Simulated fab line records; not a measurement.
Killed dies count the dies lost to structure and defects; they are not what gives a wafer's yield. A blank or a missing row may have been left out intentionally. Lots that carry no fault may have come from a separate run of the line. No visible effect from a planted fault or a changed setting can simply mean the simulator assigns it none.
Check for tools in common || flow nand harc || 12 lots and 36 wafers in the sample

## THE REASON FOR OPENING IT
At NHARC_A_ONON_D1_THK_MEAS_14 the reading thk nm is flagged on 2 of 12 lots. Wafers without a fault read 1000 nm, standard deviation 10.
Rule: flag the lot when none of its wafers has a number, or when each of its wafers that has one lies beyond 4 standard deviations from that mean. As for the other lots, they are considered sound.

{"lot": "L534", "measured": "day 10 06:29", "on": "film metro-02", "thk nm (nm), wafer by wafer": "994 994 996", "flag": ""}
{"lot": "L533", "measured": "day 10 06:52", "on": "film metro-01", "thk nm (nm), wafer by wafer": "996 998 995", "flag": ""}
{"lot": "L538", "measured": "day 10 16:03", "on": "film metro-02", "thk nm (nm), wafer by wafer": "391 392 394", "flag": "FLAGGED"}
{"lot": "L539", "measured": "day 10 19:50", "on": "film metro-01", "thk nm (nm), wafer by wafer": "1018 1019 1019", "flag": ""}
{"lot": "L541", "measured": "day 10 23:14", "on": "film metro-01", "thk nm (nm), wafer by wafer": "417 417 417", "flag": "FLAGGED"}
{"lot": "L549", "measured": "day 11 13:01", "on": "film metro-02", "thk nm (nm), wafer by wafer": "1002 1000 1002", "flag": ""}
{"lot": "L545", "measured": "day 11 13:13", "on": "film metro-01", "thk nm (nm), wafer by wafer": "991 991 991", "flag": ""}
{"lot": "L546", "measured": "day 11 13:43", "on": "film metro-01", "thk nm (nm), wafer by wafer": "1001 998 999", "flag": ""}
{"lot": "L550", "measured": "day 12 05:21", "on": "film metro-01", "thk nm (nm), wafer by wafer": "1005 1004 1003", "flag": ""}
{"lot": "L552", "measured": "day 12 10:01", "on": "film metro-02", "thk nm (nm), wafer by wafer": "991 991 990", "flag": ""}
{"lot": "L553", "measured": "day 13 01:13", "on": "film metro-01", "thk nm (nm), wafer by wafer": "1024 1023 1024", "flag": ""}
{"lot": "L554", "measured": "day 13 01:14", "on": "film metro-02", "thk nm (nm), wafer by wafer": "996 996 996", "flag": ""}
Average over the flagged lots: 405 nm; offset from the usual -595 nm, equal to -60 standard deviations.

## WHICH TOOL EACH LOT WENT THROUGH
Before the reading, the record contains 3 process steps out of a 1159-step route. In each cell: the tool, then ch and the chambers that the sampled wafers went through, then the start.
{"lot": "L534", "flag": "", "NHARC_P_BONDPAD_ETCH_24": "rie diel-05 ch 0,2,3, day 10 02:00 or earlier", "NHARC_P_BONDPAD_PVD_17": "pvd sputter-03, day 10 02:00 or earlier", "NHARC_A_ONON_D1_DEP_12": "pecvd onon-02 ch 0, day 10 05:59"}
{"lot": "L533", "flag": "", "NHARC_P_BONDPAD_ETCH_24": "rie diel-05 ch 1,3, day 10 02:01 or earlier", "NHARC_P_BONDPAD_PVD_17": "pvd sputter-03, day 10 02:01 or earlier", "NHARC_A_ONON_D1_DEP_12": "pecvd onon-02 ch 0, day 10 06:20"}
{"lot": "L538", "flag": "FLAGGED", "NHARC_P_BONDPAD_ETCH_24": "rie diel-01 ch 1,3, day 10 12:02 or earlier", "NHARC_P_BONDPAD_PVD_17": "pvd sputter-01, day 10 12:02 or earlier", "NHARC_A_ONON_D1_DEP_12": "pecvd onon-02 ch 0, day 10 15:36"}
{"lot": "L539", "flag": "", "NHARC_P_BONDPAD_ETCH_24": "rie diel-11 ch 0,1,3, day 10 16:37 or earlier", "NHARC_P_BONDPAD_PVD_17": "pvd sputter-03, day 10 16:37 or earlier", "NHARC_A_ONON_D1_DEP_12": "pecvd onon-03 ch 0, day 10 19:20"}
{"lot": "L541", "flag": "FLAGGED", "NHARC_P_BONDPAD_ETCH_24": "rie diel-01 ch 0,1,3, day 10 20:18 or earlier", "NHARC_P_BONDPAD_PVD_17": "pvd sputter-01, day 10 20:18 or earlier", "NHARC_A_ONON_D1_DEP_12": "pecvd onon-02 ch 0, day 10 22:47"}
{"lot": "L549", "flag": "", "NHARC_P_BONDPAD_ETCH_24": "rie diel-01 ch 0,1, day 11 10:03 or earlier", "NHARC_P_BONDPAD_PVD_17": "pvd sputter-01, day 11 10:03 or earlier", "NHARC_A_ONON_D1_DEP_12": "pecvd onon-04 ch 0, day 11 12:30"}
{"lot": "L545", "flag": "", "NHARC_P_BONDPAD_ETCH_24": "rie diel-11 ch 0,2,3, day 10 08:17", "NHARC_P_BONDPAD_PVD_17": "pvd sputter-03, day 11 10:03 or earlier", "NHARC_A_ONON_D1_DEP_12": "pecvd onon-03 ch 0, day 11 12:43"}
{"lot": "L546", "flag": "", "NHARC_P_BONDPAD_ETCH_24": "rie diel-05 ch 0,1, day 11 10:04 or earlier", "NHARC_P_BONDPAD_PVD_17": "pvd sputter-01, day 11 10:04 or earlier", "NHARC_A_ONON_D1_DEP_12": "pecvd onon-04 ch 0, day 11 13:16"}
{"lot": "L550", "flag": "", "NHARC_P_BONDPAD_ETCH_24": "rie diel-11 ch 1,2, day 12 02:24 or earlier", "NHARC_P_BONDPAD_PVD_17": "pvd sputter-02, day 12 02:24 or earlier", "NHARC_A_ONON_D1_DEP_12": "pecvd onon-03 ch 0, day 12 04:50"}
{"lot": "L552", "flag": "", "NHARC_P_BONDPAD_ETCH_24": "rie diel-11 ch 0,1,3, day 12 07:06 or earlier", "NHARC_P_BONDPAD_PVD_17": "pvd sputter-02, day 12 07:06 or earlier", "NHARC_A_ONON_D1_DEP_12": "pecvd onon-04 ch 0, day 12 09:34"}
{"lot": "L553", "flag": "", "NHARC_P_BONDPAD_ETCH_24": "rie diel-11 ch 0,1,2, day 12 22:20 or earlier", "NHARC_P_BONDPAD_PVD_17": "pvd sputter-03, day 12 22:20 or earlier", "NHARC_A_ONON_D1_DEP_12": "pecvd onon-04 ch 0, day 13 00:43"}
{"lot": "L554", "flag": "", "NHARC_P_BONDPAD_ETCH_24": "rie diel-11 ch 1,2, day 12 22:20 or earlier", "NHARC_P_BONDPAD_PVD_17": "pvd sputter-02, day 12 22:20 or earlier", "NHARC_A_ONON_D1_DEP_12": "pecvd onon-03 ch 0, day 13 00:43"}
What is done by these steps:
- NHARC_P_BONDPAD_ETCH_24: etches the open film in CF4/N2, target depth 30 nm, time 72.99 s.
- NHARC_P_BONDPAD_PVD_17: deposits TaN, target thk 5 nm, time 8.06 s.
- NHARC_A_ONON_D1_DEP_12: target thk 1000 nm.
- NHARC_A_ONON_D1_THK_MEAS_14: measures by ellipsometry.

## FLAGGED AGAINST TOTAL, ONE TOOL AT A TIME (gauges that did the reading follow at the end)
{"step": "NHARC_P_BONDPAD_ETCH_24", "tool": "rie diel-01", "lots run": 3, "flagged": 2, "share of the flagged lots": "all", "sound lots run after its first flagged lot": "1 (L549)"}
{"step": "NHARC_P_BONDPAD_ETCH_24", "tool": "rie diel-05", "lots run": 3, "flagged": 0, "share of the flagged lots": "none", "sound lots run after its first flagged lot": "-"}
{"step": "NHARC_P_BONDPAD_ETCH_24", "tool": "rie diel-11", "lots run": 6, "flagged": 0, "share of the flagged lots": "none", "sound lots run after its first flagged lot": "-"}
{"step": "NHARC_P_BONDPAD_PVD_17", "tool": "pvd sputter-01", "lots run": 4, "flagged": 2, "share of the flagged lots": "all", "sound lots run after its first flagged lot": "2 (L546,L549)"}
{"step": "NHARC_P_BONDPAD_PVD_17", "tool": "pvd sputter-02", "lots run": 3, "flagged": 0, "share of the flagged lots": "none", "sound lots run after its first flagged lot": "-"}
{"step": "NHARC_P_BONDPAD_PVD_17", "tool": "pvd sputter-03", "lots run": 5, "flagged": 0, "share of the flagged lots": "none", "sound lots run after its first flagged lot": "-"}
{"step": "NHARC_A_ONON_D1_DEP_12", "tool": "pecvd onon-02", "lots run": 4, "flagged": 2, "share of the flagged lots": "all", "sound lots run after its first flagged lot": 0}
{"step": "NHARC_A_ONON_D1_DEP_12", "tool": "pecvd onon-03", "lots run": 4, "flagged": 0, "share of the flagged lots": "none", "sound lots run after its first flagged lot": "-"}
{"step": "NHARC_A_ONON_D1_DEP_12", "tool": "pecvd onon-04", "lots run": 4, "flagged": 0, "share of the flagged lots": "none", "sound lots run after its first flagged lot": "-"}
{"step": "NHARC_A_ONON_D1_THK_MEAS_14", "tool": "film metro-01", "lots run": 7, "flagged": 1, "share of the flagged lots": "some", "sound lots run after its first flagged lot": "4 (L545,L546,L550,L553)"}
{"step": "NHARC_A_ONON_D1_THK_MEAS_14", "tool": "film metro-02", "lots run": 5, "flagged": 1, "share of the flagged lots": "some", "sound lots run after its first flagged lot": "3 (L549,L552,L554)"}
NHARC_P_BONDPAD_ETCH_24 gives no start for some lots, so the hours and the order of its lots are those of NHARC_A_SOURCE_PLATE_THK_MEAS_06. NHARC_P_BONDPAD_PVD_17 gives no start for some lots, so the hours and the order of its lots are those of NHARC_A_SOURCE_PLATE_THK_MEAS_06.

## WHAT THE TABLE PERMITS
Rows of the table that ran every flagged lot, 3 in all: rie diel-01 at NHARC_P_BONDPAD_ETCH_24, pvd sputter-01 at NHARC_P_BONDPAD_PVD_17, pecvd onon-02 at NHARC_A_ONON_D1_DEP_12.
- rie diel-01 at NHARC_P_BONDPAD_ETCH_24 ran 3 lots, 2 of them flagged. After the first flagged lot (L549), sound lots still ran on it; a lasting fault on the whole tool would not permit that.
- pvd sputter-01 at NHARC_P_BONDPAD_PVD_17 ran 4 lots, 2 of them flagged. After the first flagged lot (L546, L549), sound lots still ran on it; a lasting fault on the whole tool would not permit that.
- pecvd onon-02 at NHARC_A_ONON_D1_DEP_12 ran 4 lots, 2 of them flagged. A fault beginning between L533 (day 10 06:20), its last sound lot, and L538 (day 10 15:36), its first flagged one, fits the data.
What remains is a single tool, pecvd onon-02 at NHARC_A_ONON_D1_DEP_12.

## WHAT THE SIMULATOR HAD INSERTED
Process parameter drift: pecvd onon-02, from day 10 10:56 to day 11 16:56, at NHARC_A_ONON_D1_DEP_12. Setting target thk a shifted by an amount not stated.
Lots struck among those shown: L538, L541. The rule above found the same.
